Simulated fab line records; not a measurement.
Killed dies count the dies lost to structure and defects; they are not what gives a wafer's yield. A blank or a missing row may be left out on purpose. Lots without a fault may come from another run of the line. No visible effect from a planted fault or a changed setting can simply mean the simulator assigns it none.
Which of the tools did it? || flow n5_finfet || Sampling: 24 lots, 72 wafers, 4 of 1938 route steps

## WHAT THE GAUGES READ, wafer by wafer
N5_MOL_CONTACT_COAG_THK_MEAS_29. Usual: for MD_CAP_THK the level is 17.93 nm and the standard deviation is 0.1.
{"lot": "L074", "measured": "day 5 02:22", "on": "film_metro-01", "MD_CAP_THK (nm)": "18.14 17.91 18.00", "flag": ""}
{"lot": "L075", "measured": "day 5 06:59", "on": "film_metro-01", "MD_CAP_THK (nm)": "17.92 17.90 17.89", "flag": ""}
{"lot": "L076", "measured": "day 5 15:56", "on": "film_metro-01", "MD_CAP_THK (nm)": "17.94 17.87 17.86", "flag": ""}
{"lot": "L077", "measured": "day 5 21:40", "on": "film_metro-02", "MD_CAP_THK (nm)": "17.68 17.63 17.77", "flag": ""}
{"lot": "L078", "measured": "day 6 04:40", "on": "film_metro-01", "MD_CAP_THK (nm)": "18.03 17.96 17.94", "flag": ""}
{"lot": "L079", "measured": "day 6 08:44", "on": "film_metro-02", "MD_CAP_THK (nm)": "17.92 17.98 17.96", "flag": ""}
{"lot": "L080", "measured": "day 6 16:46", "on": "film_metro-02", "MD_CAP_THK (nm)": "17.93 17.96 17.87", "flag": ""}
{"lot": "L081", "measured": "day 6 22:10", "on": "film_metro-01", "MD_CAP_THK (nm)": "17.88 18.08 17.72", "flag": ""}
{"lot": "L082", "measured": "day 7 07:21", "on": "film_metro-02", "MD_CAP_THK (nm)": "17.85 17.84 18.06", "flag": ""}
{"lot": "L083", "measured": "day 7 13:46", "on": "film_metro-02", "MD_CAP_THK (nm)": "17.91 17.89 17.87", "flag": ""}
{"lot": "L084", "measured": "day 7 20:09", "on": "film_metro-02", "MD_CAP_THK (nm)": "17.88 17.86 17.88", "flag": ""}
{"lot": "L085", "measured": "day 8 00:30", "on": "film_metro-01", "MD_CAP_THK (nm)": "17.97 18.07 18.00", "flag": ""}
{"lot": "L086", "measured": "day 8 04:50", "on": "film_metro-02", "MD_CAP_THK (nm)": "18.06 18.16 17.95", "flag": ""}
{"lot": "L087", "measured": "day 8 08:26", "on": "film_metro-02", "MD_CAP_THK (nm)": "17.83 17.93 17.99", "flag": ""}
{"lot": "L088", "measured": "day 8 19:10", "on": "film_metro-02", "MD_CAP_THK (nm)": "18.01 18.07 17.99", "flag": ""}
{"lot": "L089", "measured": "day 8 20:48", "on": "film_metro-02", "MD_CAP_THK (nm)": "18.12 17.94 17.96", "flag": ""}
{"lot": "L090", "measured": "day 9 08:13", "on": "film_metro-02", "MD_CAP_THK (nm)": "17.93 18.04 17.96", "flag": ""}
{"lot": "L091", "measured": "day 9 08:27", "on": "film_metro-01", "MD_CAP_THK (nm)": "18.01 18.03 18.16", "flag": ""}
{"lot": "L092", "measured": "day 9 15:59", "on": "film_metro-02", "MD_CAP_THK (nm)": "17.93 18.07 18.10", "flag": ""}
{"lot": "L093", "measured": "day 9 22:16", "on": "film_metro-01", "MD_CAP_THK (nm)": "17.89 17.95 17.96", "flag": ""}
{"lot": "L094", "measured": "day 10 05:07", "on": "film_metro-01", "MD_CAP_THK (nm)": "17.80 17.95 17.78", "flag": ""}
{"lot": "L095", "measured": "day 10 08:10", "on": "film_metro-02", "MD_CAP_THK (nm)": "17.78 17.95 17.79", "flag": ""}
{"lot": "L096", "measured": "day 10 14:31", "on": "film_metro-01", "MD_CAP_THK (nm)": "17.94 17.92 17.84", "flag": ""}
{"lot": "L097", "measured": "day 10 19:46", "on": "film_metro-01", "MD_CAP_THK (nm)": "17.95 17.73 17.98", "flag": ""}

N5_MOL_CONTACT_COAG_OVL_MEAS_85. Usual: for VG_OVL the level is 0.5 nm and the standard deviation is 0.69.
{"lot": "L074", "measured": "day 5 03:54", "on": "overlay-01", "VG_OVL (nm)": "-1.6 -0.4 -0.2", "flag": ""}
{"lot": "L075", "measured": "day 5 07:55", "on": "overlay-01", "VG_OVL (nm)": "0.5 1.1 0.8", "flag": ""}
{"lot": "L076", "measured": "day 5 17:09", "on": "overlay-01", "VG_OVL (nm)": "1.0 -0.6 1.8", "flag": ""}
{"lot": "L077", "measured": "day 5 22:42", "on": "overlay-01", "VG_OVL (nm)": "0.2 1.0 0.6", "flag": ""}
{"lot": "L078", "measured": "day 6 05:35", "on": "overlay-01", "VG_OVL (nm)": "0.3 1.1 0.7", "flag": ""}
{"lot": "L079", "measured": "day 6 09:38", "on": "overlay-02", "VG_OVL (nm)": "0.7 1.2 0.2", "flag": ""}
{"lot": "L080", "measured": "day 6 17:49", "on": "overlay-01", "VG_OVL (nm)": "0.1 0.1 0.8", "flag": ""}
{"lot": "L081", "measured": "day 6 23:05", "on": "overlay-02", "VG_OVL (nm)": "1.1 1.3 1.3", "flag": ""}
{"lot": "L082", "measured": "day 7 08:16", "on": "overlay-01", "VG_OVL (nm)": "-0.3 0.0 0.8", "flag": ""}
{"lot": "L083", "measured": "day 7 14:59", "on": "overlay-02", "VG_OVL (nm)": "0.6 0.5 0.2", "flag": ""}
{"lot": "L084", "measured": "day 7 21:11", "on": "overlay-01", "VG_OVL (nm)": "0.8 0.4 0.8", "flag": ""}
{"lot": "L085", "measured": "day 8 01:33", "on": "overlay-02", "VG_OVL (nm)": "-0.4 -0.9 -0.2", "flag": ""}
{"lot": "L086", "measured": "day 8 05:46", "on": "overlay-01", "VG_OVL (nm)": "0.8 1.4 -0.1", "flag": ""}
{"lot": "L087", "measured": "day 8 09:29", "on": "overlay-01", "VG_OVL (nm)": "-0.5 0.7 0.5", "flag": ""}
{"lot": "L088", "measured": "day 8 20:58", "on": "overlay-02", "VG_OVL (nm)": "1.2 0.1 0.2", "flag": ""}
{"lot": "L089", "measured": "day 8 21:58", "on": "overlay-02", "VG_OVL (nm)": "-0.1 0.6 1.0", "flag": ""}
{"lot": "L090", "measured": "day 9 09:11", "on": "overlay-02", "VG_OVL (nm)": "-0.1 0.6 0.5", "flag": ""}
{"lot": "L091", "measured": "day 9 09:22", "on": "overlay-01", "VG_OVL (nm)": "-1.0 0.3 1.2", "flag": ""}
{"lot": "L092", "measured": "day 9 16:55", "on": "overlay-01", "VG_OVL (nm)": "2.1 1.4 2.2", "flag": ""}
{"lot": "L093", "measured": "day 9 23:19", "on": "overlay-02", "VG_OVL (nm)": "1.0 0.8 1.6", "flag": ""}
{"lot": "L094", "measured": "day 10 06:50", "on": "overlay-02", "VG_OVL (nm)": "0.9 0.6 1.1", "flag": ""}
{"lot": "L095", "measured": "day 10 09:06", "on": "overlay-02", "VG_OVL (nm)": "1.3 0.6 1.2", "flag": ""}
{"lot": "L096", "measured": "day 10 15:34", "on": "overlay-02", "VG_OVL (nm)": "1.2 1.3 0.4", "flag": ""}
{"lot": "L097", "measured": "day 10 20:47", "on": "overlay-01", "VG_OVL (nm)": "-0.4 -0.8 -0.4", "flag": ""}

## WHAT TOOL EACH LOT RAN ON (gives the tool, then ch and the chambers of the sampled wafers, and finally the start)
{"lot": "L074", "N5_MOL_CONTACT_COAG_STRIP_98": "rie_diel-04 ch 1,2,3, day 4 15:38", "N5_MOL_CONTACT_COAG_ALD_20": "ald_metal-02 ch 0,2,3, day 4 19:48"}
{"lot": "L075", "N5_MOL_CONTACT_COAG_STRIP_98": "rie_diel-04 ch 1,2, day 4 23:22", "N5_MOL_CONTACT_COAG_ALD_20": "ald_metal-02 ch 0,1,3, day 5 00:03"}
{"lot": "L076", "N5_MOL_CONTACT_COAG_STRIP_98": "rie_diel-02 ch 1,2, day 5 07:59", "N5_MOL_CONTACT_COAG_ALD_20": "ald_metal-02 ch 0,2,3, day 5 09:59"}
{"lot": "L077", "N5_MOL_CONTACT_COAG_STRIP_98": "rie_diel-04 ch 0,1,3, day 5 12:52", "N5_MOL_CONTACT_COAG_ALD_20": "ald_metal-04 ch 0,2,3, day 5 13:31"}
{"lot": "L078", "N5_MOL_CONTACT_COAG_STRIP_98": "rie_diel-03 ch 2,3, day 5 18:43", "N5_MOL_CONTACT_COAG_ALD_20": "ald_metal-02 ch 0,1,3, day 5 19:25"}
{"lot": "L079", "N5_MOL_CONTACT_COAG_STRIP_98": "rie_diel-02 ch 1,2, day 5 23:01", "N5_MOL_CONTACT_COAG_ALD_20": "ald_metal-02 ch 0,1,3, day 6 00:17"}
{"lot": "L080", "N5_MOL_CONTACT_COAG_STRIP_98": "rie_diel-02 ch 0,1,2, day 6 09:43", "N5_MOL_CONTACT_COAG_ALD_20": "ald_metal-03 ch 1,2, day 6 10:22"}
{"lot": "L081", "N5_MOL_CONTACT_COAG_STRIP_98": "rie_diel-03 ch 0,2, day 6 13:08", "N5_MOL_CONTACT_COAG_ALD_20": "ald_metal-02 ch 1,3, day 6 13:58"}
{"lot": "L082", "N5_MOL_CONTACT_COAG_STRIP_98": "rie_diel-03 ch 1,2,3, day 6 23:03", "N5_MOL_CONTACT_COAG_ALD_20": "ald_metal-02 ch 0,1,3, day 6 23:47"}
{"lot": "L083", "N5_MOL_CONTACT_COAG_STRIP_98": "rie_diel-03 ch 1,3, day 7 07:46", "N5_MOL_CONTACT_COAG_ALD_20": "ald_metal-04 ch 1,2,3, day 7 08:28"}
{"lot": "L084", "N5_MOL_CONTACT_COAG_STRIP_98": "rie_diel-04 ch 1,2,3, day 7 10:25", "N5_MOL_CONTACT_COAG_ALD_20": "ald_metal-02 ch 0,3, day 7 11:04"}
{"lot": "L085", "N5_MOL_CONTACT_COAG_STRIP_98": "rie_diel-03 ch 1,3, day 7 11:16", "N5_MOL_CONTACT_COAG_ALD_20": "ald_metal-03 ch 0,3, day 7 13:56"}
{"lot": "L086", "N5_MOL_CONTACT_COAG_STRIP_98": "rie_diel-03 ch 2,3, day 7 16:55", "N5_MOL_CONTACT_COAG_ALD_20": "ald_metal-02 ch 0,1,3, day 7 21:58"}
{"lot": "L087", "N5_MOL_CONTACT_COAG_STRIP_98": "rie_diel-04 ch 0,3, day 8 00:53", "N5_MOL_CONTACT_COAG_ALD_20": "ald_metal-04 ch 0,1, day 8 01:35"}
{"lot": "L088", "N5_MOL_CONTACT_COAG_STRIP_98": "rie_diel-02 ch 0,2,3, day 8 09:02", "N5_MOL_CONTACT_COAG_ALD_20": "ald_metal-02 ch 1,2,3, day 8 11:23"}
{"lot": "L089", "N5_MOL_CONTACT_COAG_STRIP_98": "rie_diel-02 ch 0,1,3, day 8 10:28", "N5_MOL_CONTACT_COAG_ALD_20": "ald_metal-04 ch 0,1,3, day 8 11:30"}
{"lot": "L090", "N5_MOL_CONTACT_COAG_STRIP_98": "rie_diel-02 ch 0,1,3, day 8 22:50", "N5_MOL_CONTACT_COAG_ALD_20": "ald_metal-02 ch 1,3, day 9 01:17"}
{"lot": "L091", "N5_MOL_CONTACT_COAG_STRIP_98": "rie_diel-03 ch 0,2,3, day 9 00:59", "N5_MOL_CONTACT_COAG_ALD_20": "ald_metal-03 ch 0,2, day 9 01:41"}
{"lot": "L092", "N5_MOL_CONTACT_COAG_STRIP_98": "rie_diel-02 ch 0,1,3, day 9 09:33", "N5_MOL_CONTACT_COAG_ALD_20": "ald_metal-02 ch 0,2,3, day 9 10:12"}
{"lot": "L093", "N5_MOL_CONTACT_COAG_STRIP_98": "rie_diel-03 ch 0,1,3, day 9 12:13", "N5_MOL_CONTACT_COAG_ALD_20": "ald_metal-04 ch 1,2,3, day 9 12:59"}
{"lot": "L094", "N5_MOL_CONTACT_COAG_STRIP_98": "rie_diel-04 ch 0,2,3, day 9 18:01", "N5_MOL_CONTACT_COAG_ALD_20": "ald_metal-02 ch 1,2, day 9 19:37"}
{"lot": "L095", "N5_MOL_CONTACT_COAG_STRIP_98": "rie_diel-03 ch 0,1, day 10 00:23", "N5_MOL_CONTACT_COAG_ALD_20": "ald_metal-02 ch 0,2,3, day 10 02:01"}
{"lot": "L096", "N5_MOL_CONTACT_COAG_STRIP_98": "rie_diel-04 ch 0,3, day 10 05:15", "N5_MOL_CONTACT_COAG_ALD_20": "ald_metal-04 ch 1,2, day 10 06:06"}
{"lot": "L097", "N5_MOL_CONTACT_COAG_STRIP_98": "rie_diel-04 ch 1,3, day 10 11:14", "N5_MOL_CONTACT_COAG_ALD_20": "ald_metal-02 ch 1,3, day 10 11:59"}
- N5_MOL_CONTACT_COAG_STRIP_98: strips in N2/H2.
- N5_MOL_CONTACT_COAG_ALD_20: deposits TiN, target thk 1.5 nm, pulse time 1 s, purge time 3 s.

## WHAT THE TOOLS THEMSELVES READ (means of the sampled wafers that have a number; where no wafer has one, the mark that the record gives instead)
N5_MOL_CONTACT_COAG_STRIP_98. Usual: chamber_pressure_mTorr 50.00 mTorr, standard deviation 0.08; drypump_motor_current_A 5.8 A, standard deviation 0.42; oes_product_au 0.81 a.u., standard deviation 0.095; rf_vpp_V 54.2 V, standard deviation 1.7; showerhead_plenum_p_Torr 3.36 Torr, standard deviation 0.11; throttle_valve_pct 18.92 %, standard deviation 0.29.
{"lot": "L074", "tool": "rie_diel-04", "chamber_pressure_mTorr (mTorr)": 49.94, "drypump_motor_current_A (A)": 5.8, "oes_product_au (a.u.)": 0.79, "rf_vpp_V (V)": 54.3, "showerhead_plenum_p_Torr (Torr)": 3.37, "throttle_valve_pct (%)": 19.08, "flag": ""}
{"lot": "L075", "tool": "rie_diel-04", "chamber_pressure_mTorr (mTorr)": 49.98, "drypump_motor_current_A (A)": 6.1, "oes_product_au (a.u.)": 0.74, "rf_vpp_V (V)": 55.2, "showerhead_plenum_p_Torr (Torr)": 3.38, "throttle_valve_pct (%)": 19.09, "flag": ""}
{"lot": "L076", "tool": "rie_diel-02", "chamber_pressure_mTorr (mTorr)": 50.03, "drypump_motor_current_A (A)": 5.7, "oes_product_au (a.u.)": 0.72, "rf_vpp_V (V)": 53.0, "showerhead_plenum_p_Torr (Torr)": 3.21, "throttle_valve_pct (%)": 18.77, "flag": ""}
{"lot": "L077", "tool": "rie_diel-04", "chamber_pressure_mTorr (mTorr)": 50.03, "drypump_motor_current_A (A)": 5.6, "oes_product_au (a.u.)": 0.86, "rf_vpp_V (V)": 54.3, "showerhead_plenum_p_Torr (Torr)": 3.44, "throttle_valve_pct (%)": 18.84, "flag": ""}
{"lot": "L078", "tool": "rie_diel-03", "chamber_pressure_mTorr (mTorr)": 49.98, "drypump_motor_current_A (A)": 5.7, "oes_product_au (a.u.)": 0.83, "rf_vpp_V (V)": 55.9, "showerhead_plenum_p_Torr (Torr)": 3.38, "throttle_valve_pct (%)": 18.80, "flag": ""}
{"lot": "L079", "tool": "rie_diel-02", "chamber_pressure_mTorr (mTorr)": 50.05, "drypump_motor_current_A (A)": 5.7, "oes_product_au (a.u.)": 0.71, "rf_vpp_V (V)": 55.3, "showerhead_plenum_p_Torr (Torr)": 3.21, "throttle_valve_pct (%)": 18.76, "flag": ""}
{"lot": "L080", "tool": "rie_diel-02", "chamber_pressure_mTorr (mTorr)": 50.00, "drypump_motor_current_A (A)": 5.8, "oes_product_au (a.u.)": 0.79, "rf_vpp_V (V)": 55.4, "showerhead_plenum_p_Torr (Torr)": 3.28, "throttle_valve_pct (%)": 18.88, "flag": ""}
{"lot": "L081", "tool": "rie_diel-03", "chamber_pressure_mTorr (mTorr)": 49.99, "drypump_motor_current_A (A)": 5.1, "oes_product_au (a.u.)": 0.67, "rf_vpp_V (V)": 53.9, "showerhead_plenum_p_Torr (Torr)": 3.29, "throttle_valve_pct (%)": 19.15, "flag": ""}
{"lot": "L082", "tool": "rie_diel-03", "chamber_pressure_mTorr (mTorr)": 50.08, "drypump_motor_current_A (A)": 5.7, "oes_product_au (a.u.)": 0.84, "rf_vpp_V (V)": 53.9, "showerhead_plenum_p_Torr (Torr)": 3.38, "throttle_valve_pct (%)": 18.89, "flag": ""}
{"lot": "L083", "tool": "rie_diel-03", "chamber_pressure_mTorr (mTorr)": 50.11, "drypump_motor_current_A (A)": 6.1, "oes_product_au (a.u.)": 0.89, "rf_vpp_V (V)": 54.3, "showerhead_plenum_p_Torr (Torr)": 3.42, "throttle_valve_pct (%)": 18.86, "flag": ""}
{"lot": "L084", "tool": "rie_diel-04", "chamber_pressure_mTorr (mTorr)": 49.97, "drypump_motor_current_A (A)": 5.8, "oes_product_au (a.u.)": 0.77, "rf_vpp_V (V)": 52.4, "showerhead_plenum_p_Torr (Torr)": 3.36, "throttle_valve_pct (%)": 19.11, "flag": ""}
{"lot": "L085", "tool": "rie_diel-03", "chamber_pressure_mTorr (mTorr)": 49.93, "drypump_motor_current_A (A)": 6.2, "oes_product_au (a.u.)": 0.88, "rf_vpp_V (V)": 52.2, "showerhead_plenum_p_Torr (Torr)": 3.42, "throttle_valve_pct (%)": 18.86, "flag": ""}
{"lot": "L086", "tool": "rie_diel-03", "chamber_pressure_mTorr (mTorr)": 49.93, "drypump_motor_current_A (A)": 5.2, "oes_product_au (a.u.)": 0.73, "rf_vpp_V (V)": 53.6, "showerhead_plenum_p_Torr (Torr)": 3.33, "throttle_valve_pct (%)": 18.87, "flag": ""}
{"lot": "L087", "tool": "rie_diel-04", "chamber_pressure_mTorr (mTorr)": 49.93, "drypump_motor_current_A (A)": 5.6, "oes_product_au (a.u.)": 0.89, "rf_vpp_V (V)": 52.9, "showerhead_plenum_p_Torr (Torr)": 3.46, "throttle_valve_pct (%)": 18.54, "flag": ""}
{"lot": "L088", "tool": "rie_diel-02", "chamber_pressure_mTorr (mTorr)": 49.98, "drypump_motor_current_A (A)": 6.0, "oes_product_au (a.u.)": 0.78, "rf_vpp_V (V)": 51.4, "showerhead_plenum_p_Torr (Torr)": 3.37, "throttle_valve_pct (%)": 18.95, "flag": ""}
{"lot": "L089", "tool": "rie_diel-02", "chamber_pressure_mTorr (mTorr)": 49.98, "drypump_motor_current_A (A)": 5.9, "oes_product_au (a.u.)": 0.77, "rf_vpp_V (V)": 54.7, "showerhead_plenum_p_Torr (Torr)": 3.35, "throttle_valve_pct (%)": 18.72, "flag": ""}
{"lot": "L090", "tool": "rie_diel-02", "chamber_pressure_mTorr (mTorr)": 49.97, "drypump_motor_current_A (A)": 5.9, "oes_product_au (a.u.)": 0.76, "rf_vpp_V (V)": 52.7, "showerhead_plenum_p_Torr (Torr)": 3.35, "throttle_valve_pct (%)": 18.74, "flag": ""}
{"lot": "L091", "tool": "rie_diel-03", "chamber_pressure_mTorr (mTorr)": 50.04, "drypump_motor_current_A (A)": 5.5, "oes_product_au (a.u.)": 0.92, "rf_vpp_V (V)": 53.5, "showerhead_plenum_p_Torr (Torr)": 3.32, "throttle_valve_pct (%)": 18.86, "flag": ""}
{"lot": "L092", "tool": "rie_diel-02", "chamber_pressure_mTorr (mTorr)": 50.04, "drypump_motor_current_A (A)": 5.9, "oes_product_au (a.u.)": 0.75, "rf_vpp_V (V)": 54.0, "showerhead_plenum_p_Torr (Torr)": 3.34, "throttle_valve_pct (%)": 18.73, "flag": ""}
{"lot": "L093", "tool": "rie_diel-03", "chamber_pressure_mTorr (mTorr)": 49.94, "drypump_motor_current_A (A)": 6.0, "oes_product_au (a.u.)": 0.87, "rf_vpp_V (V)": 54.1, "showerhead_plenum_p_Torr (Torr)": 3.38, "throttle_valve_pct (%)": 19.04, "flag": ""}
{"lot": "L094", "tool": "rie_diel-04", "chamber_pressure_mTorr (mTorr)": 50.00, "drypump_motor_current_A (A)": 5.8, "oes_product_au (a.u.)": 0.80, "rf_vpp_V (V)": 54.8, "showerhead_plenum_p_Torr (Torr)": 3.37, "throttle_valve_pct (%)": 18.80, "flag": ""}
{"lot": "L095", "tool": "rie_diel-03", "chamber_pressure_mTorr (mTorr)": 49.98, "drypump_motor_current_A (A)": 5.9, "oes_product_au (a.u.)": 0.91, "rf_vpp_V (V)": 55.6, "showerhead_plenum_p_Torr (Torr)": 3.34, "throttle_valve_pct (%)": 19.17, "flag": ""}
{"lot": "L096", "tool": "rie_diel-04", "chamber_pressure_mTorr (mTorr)": 50.02, "drypump_motor_current_A (A)": 5.5, "oes_product_au (a.u.)": 0.85, "rf_vpp_V (V)": 55.2, "showerhead_plenum_p_Torr (Torr)": 3.45, "throttle_valve_pct (%)": 18.58, "flag": ""}
{"lot": "L097", "tool": "rie_diel-04", "chamber_pressure_mTorr (mTorr)": 49.94, "drypump_motor_current_A (A)": 5.6, "oes_product_au (a.u.)": 0.77, "rf_vpp_V (V)": 53.7, "showerhead_plenum_p_Torr (Torr)": 3.33, "throttle_valve_pct (%)": 19.13, "flag": ""}

N5_MOL_CONTACT_COAG_ALD_20. Usual: heater_power_w 938 W, standard deviation 87; precursor_pulse_height_rel 1.000, standard deviation 0.02; susceptor_temp_C 400.01 C, standard deviation 0.21.
{"lot": "L074", "tool": "ald_metal-02", "heater_power_w (W)": 919, "precursor_pulse_height_rel": 1.004, "susceptor_temp_C (C)": 399.70, "flag": ""}
{"lot": "L075", "tool": "ald_metal-02", "heater_power_w (W)": 924, "precursor_pulse_height_rel": 0.998, "susceptor_temp_C (C)": 400.17, "flag": ""}
{"lot": "L076", "tool": "ald_metal-02", "heater_power_w (W)": 918, "precursor_pulse_height_rel": 0.982, "susceptor_temp_C (C)": 400.11, "flag": ""}
{"lot": "L077", "tool": "ald_metal-04", "heater_power_w (W)": 924, "precursor_pulse_height_rel": 1.010, "susceptor_temp_C (C)": 400.06, "flag": ""}
{"lot": "L078", "tool": "ald_metal-02", "heater_power_w (W)": 936, "precursor_pulse_height_rel": 0.977, "susceptor_temp_C (C)": 400.07, "flag": ""}
{"lot": "L079", "tool": "ald_metal-02", "heater_power_w (W)": 948, "precursor_pulse_height_rel": 1.008, "susceptor_temp_C (C)": 399.97, "flag": ""}
{"lot": "L080", "tool": "ald_metal-03", "heater_power_w (W)": 860, "precursor_pulse_height_rel": 1.020, "susceptor_temp_C (C)": 399.89, "flag": ""}
{"lot": "L081", "tool": "ald_metal-02", "heater_power_w (W)": 923, "precursor_pulse_height_rel": 1.005, "susceptor_temp_C (C)": 399.97, "flag": ""}
{"lot": "L082", "tool": "ald_metal-02", "heater_power_w (W)": 947, "precursor_pulse_height_rel": 1.012, "susceptor_temp_C (C)": 400.21, "flag": ""}
{"lot": "L083", "tool": "ald_metal-04", "heater_power_w (W)": 966, "precursor_pulse_height_rel": 0.991, "susceptor_temp_C (C)": 400.06, "flag": ""}
{"lot": "L084", "tool": "ald_metal-02", "heater_power_w (W)": 889, "precursor_pulse_height_rel": 0.974, "susceptor_temp_C (C)": 400.24, "flag": ""}
{"lot": "L085", "tool": "ald_metal-03", "heater_power_w (W)": 1005, "precursor_pulse_height_rel": 1.010, "susceptor_temp_C (C)": 400.07, "flag": ""}
{"lot": "L086", "tool": "ald_metal-02", "heater_power_w (W)": 932, "precursor_pulse_height_rel": 1.005, "susceptor_temp_C (C)": 399.95, "flag": ""}
{"lot": "L087", "tool": "ald_metal-04", "heater_power_w (W)": 918, "precursor_pulse_height_rel": 0.993, "susceptor_temp_C (C)": 399.88, "flag": ""}
{"lot": "L088", "tool": "ald_metal-02", "heater_power_w (W)": 914, "precursor_pulse_height_rel": 0.995, "susceptor_temp_C (C)": 399.97, "flag": ""}
{"lot": "L089", "tool": "ald_metal-04", "heater_power_w (W)": 893, "precursor_pulse_height_rel": 1.002, "susceptor_temp_C (C)": 399.93, "flag": ""}
{"lot": "L090", "tool": "ald_metal-02", "heater_power_w (W)": 870, "precursor_pulse_height_rel": 0.977, "susceptor_temp_C (C)": 400.10, "flag": ""}
{"lot": "L091", "tool": "ald_metal-03", "heater_power_w (W)": 911, "precursor_pulse_height_rel": 1.007, "susceptor_temp_C (C)": 399.93, "flag": ""}
{"lot": "L092", "tool": "ald_metal-02", "heater_power_w (W)": 926, "precursor_pulse_height_rel": 1.007, "susceptor_temp_C (C)": 400.24, "flag": ""}
{"lot": "L093", "tool": "ald_metal-04", "heater_power_w (W)": 979, "precursor_pulse_height_rel": 0.983, "susceptor_temp_C (C)": 399.76, "flag": ""}
{"lot": "L094", "tool": "ald_metal-02", "heater_power_w (W)": 956, "precursor_pulse_height_rel": 1.015, "susceptor_temp_C (C)": 400.07, "flag": ""}
{"lot": "L095", "tool": "ald_metal-02", "heater_power_w (W)": 915, "precursor_pulse_height_rel": 0.975, "susceptor_temp_C (C)": 400.03, "flag": ""}
{"lot": "L096", "tool": "ald_metal-04", "heater_power_w (W)": 1041, "precursor_pulse_height_rel": 0.993, "susceptor_temp_C (C)": 399.99, "flag": ""}
{"lot": "L097", "tool": "ald_metal-02", "heater_power_w (W)": 931, "precursor_pulse_height_rel": 0.985, "susceptor_temp_C (C)": 399.99, "flag": ""}

## THE ANSWER, worked out from the rows above alone
Rule: lot off if the mean of its wafers having a number is beyond 3 standard deviations from the usual mean. Also off: a lot with no number at a reading for which 4 or more lots have one. The other lots that the step has rows for count as sound. Order of review: gauges by route order, followed by the tools' own readings, for which a lot's mean as printed above is used. The first step at which some lot is off is used, and at that step the reading that is off furthest; a lot without a number counts as furthest.
Across all readings shown, no lot is off: no conclusion can be drawn from this.

## WHAT THE SIMULATOR HAD PUT IN
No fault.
